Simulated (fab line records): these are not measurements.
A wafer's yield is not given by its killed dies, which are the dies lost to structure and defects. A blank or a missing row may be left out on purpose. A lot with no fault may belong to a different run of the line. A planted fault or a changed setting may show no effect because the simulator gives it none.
Comparing a struck lot with a sound one + flow n5 finfet + 39 out of 1938 route steps
Sound: wafers L852.1, L852.3, L852.4. Wafers struck: L863.3, L863.5, L863.6. The cause is named last.
Per side, at each step with rows, come the tool, then ch with its chambers, and then its first start. Under that, the readings that differ: sound wafers + struck wafers + difference of the means + sigmas: that difference in standard deviations of wafers without a fault.
alike: readings with means less than 2 such deviations apart, plus words and numbers identical on both sides. not compared: withheld readings, readings lacking a value on some wafer, bounds such as >300 that could conceal the same value, and numbers that have no deviation in the record and whose values overlap.
A row with sigmas, a row that says differs or no value, or rows on one side alone: a step with any of these is where the two part. When numbers do not overlap yet have no deviation, they are printed without sigmas and do not part them. A reading that every wafer of one side lacks parts them only if that side has two wafers or more.

first, 9 steps without rows for these wafers: N5_HKMG_FIN_PEB_10 (peb time 60 s); N5_HKMG_FIN_DEVELOP_11 (develop time 30 s); N5_HKMG_FIN_DESCUM_17 (chemistry O2, time 7.9 s); N5_HKMG_FIN_ETCH_31 (etches SiARC in CF4, target depth 45.5 nm, time 75.8 s); N5_HKMG_FIN_ETCH_32 (etches SOC in N2/H2, target depth 240 nm, time 300 s); N5_HKMG_FIN_STRIP_33 (strips in N2/H2); N5_HKMG_FIN_STRIP_34 (strips in CF4); N5_HKMG_FIN_ETCH_35 (etches SOC in N2/H2, target depth 215.8 nm, time 243.4 s); N5_HKMG_FIN_STRIP_92 (strips SOC in N2/H2, time 20 s).
N5_HKMG_FIN_WET_ETCH_18: etches TiN in SC1, time 55 s, target depth 5.2 nm, rinse time 30 s.
  sound on wet bench-02 ch 1,2,4, day 4 22:48; struck on wet bench-03 ch 5,6,7, day 7 16:22
then, 27 steps without rows for these wafers: N5_HKMG_FIN_STRIP_19 (strips in N2/H2, time 360 s); N5_HKMG_FIN_ALD_91 (deposits TiN, target thk 1 nm, pulse time 1 s, purge time 3 s); N5_HKMG_FIN_COAT_85 (time 60 s, resist thk 300 nm); N5_HKMG_FIN_ETCH_86 (etches SOC in N2/H2, stops on TiN, target depth 393.2 nm); N5_HKMG_FIN_STRIP_89 (strips SOC in N2/H2, time 20 s); N5_HKMG_FIN_WET_ETCH_87 (etches TiN in SC1, time 154.2 s, target depth 4.7 nm, rinse time 30 s); N5_HKMG_FIN_STRIP_88 (strips in N2/H2, time 360 s); N5_HKMG_FIN_NWFM_ALD_20 (deposits TiAlC, target thk 2 nm, pulse time 3 s, purge time 2 s); N5_HKMG_FIN_ALD_71 (deposits TiN, target thk 1 nm, pulse time 1 s, purge time 3 s); N5_HKMG_FIN_COAT_66 (time 60 s, resist thk 300 nm); N5_HKMG_FIN_ETCH_67 (etches SOC in N2/H2, stops on TiN, target depth 388.9 nm); N5_HKMG_FIN_STRIP_90 (strips SOC in N2/H2, time 20 s); N5_HKMG_FIN_WET_ETCH_73 (etches the open film in SC1, time 42.3 s, target depth 1.3 nm, rinse time 30 s); N5_HKMG_FIN_ETCHBACK_68 (etches the open film in Cl2/Ar, stops on HfO2, target depth 0.5 nm); N5_HKMG_FIN_STRIP_69 (strips in N2/H2, time 360 s); N5_HKMG_FIN_ALD_21 (deposits TiN, target thk 1.5 nm, pulse time 1 s, purge time 3 s); N5_HKMG_FIN_ALD_72 (deposits W, target thk 2 nm, pulse time 1 s, purge time 2 s); N5_HKMG_FIN_W_FILL_22 (material W, target thk 60 nm, time 18.2 s); N5_HKMG_FIN_PRECLEAN_83 (cleans in DIW, time 57.5 s); N5_HKMG_FIN_SRD_84 (dry time 32 s); N5_HKMG_FIN_CMP_23 (polishes, stops on SiNx, t overpolish 10 s, target thk 46.326 nm); N5_HKMG_FIN_CMP_94 (polishes, stops on SiNx, t overpolish 4.7 s, target thk 43.299 nm); N5_GATE_CUT_ETCHBACK_00 (etches W in SF6/Cl2); N5_GATE_CUT_ETCH_56 (etches TiN in Cl2/Ar, target depth 21.6 nm); N5_GATE_CUT_ETCHBACK_30 (etches TiN in Cl2/Ar, target depth 3 nm); N5_GATE_CUT_VAPOR_ETCH_60 (etches HfO2 in BCl3/Cl2); N5_GATE_CUT_ETCH_58 (etches SiNx in CH3F/O2, target depth 17 nm, time 128.6 s).
-- record jumps: 4 days separate the struck wafers' starts on either side; left off in module GATE_CUT, taken up again in module BEOL_M4, whose first shown step is the route's number 1111 --
N5_BEOL_M4_RC_MEAS_101:
  sound on prober-01 ch 0, day 8 11:53; struck on prober-01 ch 0, day 11 06:01
| reading             | sound                      | struck                     | difference | sigmas |
|---------------------|----------------------------|----------------------------|------------|--------|
| IOFF_N (nA/um)      | 0.15 0.14 0.16             | 0.01 0.01 0.01             | -0.14      | -5     |
| IOFF_N_85C (nA/um)  | 3.0 2.8 3.2                | 0.2 0.2 0.2                | -2.8       | -6     |
| IOFF_N_LIN (nA/um)  | 0.071 0.068 0.077          | 0.003 0.003 0.003          | -0.069     | -6     |
| IOFF_N_LONG (nA/um) | 5.68e-05 5.53e-05 5.55e-05 | 2.13e-05 2.07e-05 2.12e-05 | -3.48e-05  | -12    |
| ION_N (uA/um)       | 668 666 672                | 468 469 469                | -200       | -18    |
| VT_N (mV)           | 254 252 249                | 342 343 341                | +90        | +28    |
| VT_N_LONG (mV)      | 277.1 276.3 273.5          | 368.8 367.7 363.7          | +91.1      | +43    |
| VT_N_LVT (mV)       | 99 101 98                  | 192 192 191                | +92        | +26    |
  alike: DIBL_N, DIBL_P, IOFF_P, ION_P, SS_N, SS_P, VT_P
-- record jumps: 4 days separate the struck wafers' starts on either side; left off in module BEOL_M4, taken up again in module PASSIVATION, whose first shown step is the route's number 1936 --
N5_PASSIVATION_PROBE_49:
  sound on prober-01, day 12 14:34; struck on prober-02, day 15 03:50
| reading              | sound          | struck            | difference | sigmas      |
|----------------------|----------------|-------------------|------------|-------------|
| sort_bin_8_speed (%) | 0 0 0          | 93.56 91.44 93.90 | +92.97     | +99 or more |
| sort n pass          | 1048 1088 1065 | 0 0 0             | -1067      | -63         |
| sort yield pct (%)   | 88.8 92.2 90.3 | 0 0 0             | -90        | -60         |
  alike: defect limited yield, killed_at_M0_to_M3, killed_at_M4_up, killed at contacts, killed at front end, killed at other, killed dies, killed open, killed short, sort_bin_5_function, sort_bin_6_memory

== WHERE THEY PART ==
Last at N5_PASSIVATION_PROBE_49 as far as this record goes, first at N5_BEOL_M4_RC_MEAS_101.

WHY: what had been put in by the simulator
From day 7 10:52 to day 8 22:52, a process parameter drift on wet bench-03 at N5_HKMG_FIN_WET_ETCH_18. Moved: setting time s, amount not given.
